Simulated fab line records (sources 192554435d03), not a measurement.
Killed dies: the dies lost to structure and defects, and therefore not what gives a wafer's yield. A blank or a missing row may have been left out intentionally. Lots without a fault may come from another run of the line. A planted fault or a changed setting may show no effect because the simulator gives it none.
Lot-split experiment || flow n5_finfet || 21 wafers read across 7 lots, on a route 1938 steps long

## ABOUT THE SPLIT
At N5_ZERO_LAYER_PECVD_02 (deposits SiO2 from SiH4/N2O, target thk 10 nm, time 6 s), the setting time_s was moved away from the recipe's 6 s on 6 of the 21 wafers read, by +9.6% to +13.4%. All remaining wafers had this setting at the recipe value.

Reading taken at the split's own step.

## THE READING
SiO2_of_ZERO_LAYER_PECVD_02.thk_nm (the simulator's own value, which no gauge read), in nm, at N5_ZERO_LAYER_PECVD_02 (deposits SiO2 from SiH4/N2O, target thk 10 nm, time 6 s). The file does not state a usual value for it. Here, 15 wafers ran the recipe; their average is 10.059 nm with a standard deviation of 0.19 nm.

{"wafer": "L076.1", "tool, chamber at the split": "pecvd-04, 0", "time_s as run, s": 6.804, "against the recipe": "+13.4%", "SiO2_of_ZERO_LAYER_PECVD_02.thk_nm, nm": 10.92, "against lot-mates on the recipe": "+1.149"}
{"wafer": "L076.2", "tool, chamber at the split": "pecvd-04, 1", "time_s as run, s": 6, "against the recipe": "recipe", "SiO2_of_ZERO_LAYER_PECVD_02.thk_nm, nm": 9.559, "against lot-mates on the recipe": "-"}
{"wafer": "L076.4", "tool, chamber at the split": "pecvd-04, 1", "time_s as run, s": 6, "against the recipe": "recipe", "SiO2_of_ZERO_LAYER_PECVD_02.thk_nm, nm": 9.983, "against lot-mates on the recipe": "-"}
{"wafer": "L079.2", "tool, chamber at the split": "pecvd-01, 0", "time_s as run, s": 6, "against the recipe": "recipe", "SiO2_of_ZERO_LAYER_PECVD_02.thk_nm, nm": 10.09, "against lot-mates on the recipe": "-"}
{"wafer": "L079.5", "tool, chamber at the split": "pecvd-01, 2", "time_s as run, s": 6, "against the recipe": "recipe", "SiO2_of_ZERO_LAYER_PECVD_02.thk_nm, nm": 10.08, "against lot-mates on the recipe": "-"}
{"wafer": "L079.6", "tool, chamber at the split": "pecvd-01, 1", "time_s as run, s": 6, "against the recipe": "recipe", "SiO2_of_ZERO_LAYER_PECVD_02.thk_nm, nm": 10.27, "against lot-mates on the recipe": "-"}
{"wafer": "L080.1", "tool, chamber at the split": "pecvd-03, 1", "time_s as run, s": 6, "against the recipe": "recipe", "SiO2_of_ZERO_LAYER_PECVD_02.thk_nm, nm": 9.896, "against lot-mates on the recipe": "-"}
{"wafer": "L080.4", "tool, chamber at the split": "pecvd-03, 0", "time_s as run, s": 6, "against the recipe": "recipe", "SiO2_of_ZERO_LAYER_PECVD_02.thk_nm, nm": 9.857, "against lot-mates on the recipe": "-"}
{"wafer": "L080.6", "tool, chamber at the split": "pecvd-03, 1", "time_s as run, s": 6.659, "against the recipe": "+11.0%", "SiO2_of_ZERO_LAYER_PECVD_02.thk_nm, nm": 11.1, "against lot-mates on the recipe": "+1.223"}
{"wafer": "L092.4", "tool, chamber at the split": "pecvd-03, 0", "time_s as run, s": 6.78, "against the recipe": "+13.0%", "SiO2_of_ZERO_LAYER_PECVD_02.thk_nm, nm": 11.51, "against lot-mates on the recipe": "no lot-mate on the recipe"}
{"wafer": "L092.5", "tool, chamber at the split": "pecvd-03, 1", "time_s as run, s": 6.78, "against the recipe": "+13.0%", "SiO2_of_ZERO_LAYER_PECVD_02.thk_nm, nm": 11.55, "against lot-mates on the recipe": "no lot-mate on the recipe"}
{"wafer": "L092.6", "tool, chamber at the split": "pecvd-03, 2", "time_s as run, s": 6.78, "against the recipe": "+13.0%", "SiO2_of_ZERO_LAYER_PECVD_02.thk_nm, nm": 11.42, "against lot-mates on the recipe": "no lot-mate on the recipe"}
{"wafer": "L093.2", "tool, chamber at the split": "pecvd-03, 1", "time_s as run, s": 6, "against the recipe": "recipe", "SiO2_of_ZERO_LAYER_PECVD_02.thk_nm, nm": 10.03, "against lot-mates on the recipe": "-"}
{"wafer": "L093.3", "tool, chamber at the split": "pecvd-03, 0", "time_s as run, s": 6.573, "against the recipe": "+9.6%", "SiO2_of_ZERO_LAYER_PECVD_02.thk_nm, nm": 11.07, "against lot-mates on the recipe": "+0.940"}
{"wafer": "L093.4", "tool, chamber at the split": "pecvd-03, 2", "time_s as run, s": 6, "against the recipe": "recipe", "SiO2_of_ZERO_LAYER_PECVD_02.thk_nm, nm": 10.23, "against lot-mates on the recipe": "-"}
{"wafer": "L094.4", "tool, chamber at the split": "pecvd-04, 2", "time_s as run, s": 6, "against the recipe": "recipe", "SiO2_of_ZERO_LAYER_PECVD_02.thk_nm, nm": 10.31, "against lot-mates on the recipe": "-"}
{"wafer": "L094.5", "tool, chamber at the split": "pecvd-04, 1", "time_s as run, s": 6, "against the recipe": "recipe", "SiO2_of_ZERO_LAYER_PECVD_02.thk_nm, nm": 10.24, "against lot-mates on the recipe": "-"}
{"wafer": "L094.6", "tool, chamber at the split": "pecvd-04, 0", "time_s as run, s": 6, "against the recipe": "recipe", "SiO2_of_ZERO_LAYER_PECVD_02.thk_nm, nm": 9.98, "against lot-mates on the recipe": "-"}
{"wafer": "L096.1", "tool, chamber at the split": "pecvd-03, 2", "time_s as run, s": 6, "against the recipe": "recipe", "SiO2_of_ZERO_LAYER_PECVD_02.thk_nm, nm": 9.97, "against lot-mates on the recipe": "-"}
{"wafer": "L096.2", "tool, chamber at the split": "pecvd-03, 0", "time_s as run, s": 6, "against the recipe": "recipe", "SiO2_of_ZERO_LAYER_PECVD_02.thk_nm, nm": 10.1, "against lot-mates on the recipe": "-"}
{"wafer": "L096.4", "tool, chamber at the split": "pecvd-03, 0", "time_s as run, s": 6, "against the recipe": "recipe", "SiO2_of_ZERO_LAYER_PECVD_02.thk_nm, nm": 10.29, "against lot-mates on the recipe": "-"}

THE FIT
A straight line over all 21 wafers: SiO2_of_ZERO_LAYER_PECVD_02.thk_nm changes by +0.0984 nm for each +1% of time_s; r = +0.94; the points scatter about the line by 0.21 nm.
The same after taking each lot's own level away (the mean of its wafers on the recipe; 18 wafers): +0.0964 nm for each +1%; r = +0.95; scatter 0.14 nm.
On that fit, the largest move of time_s shifts the reading by 1.3 nm.
Across the lots, their own levels run from 9.7710 to 10.1767 nm, a range of 2.1 times the standard deviation given above.
So the lot-to-lot level changes the slope little: the two slopes agree.
Check: +1.42 nm against its lot-mates is what the line predicts for one of the wafers moved furthest among these (+13.4%) when that wafer is left out of the fit. Against them it came out at +1.15 nm.

## FILE'S OWN FIT
SiO2_of_ZERO_LAYER_PECVD_02.thk_nm changes by +0.0967 nm for each +1% of time_s, r = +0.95.
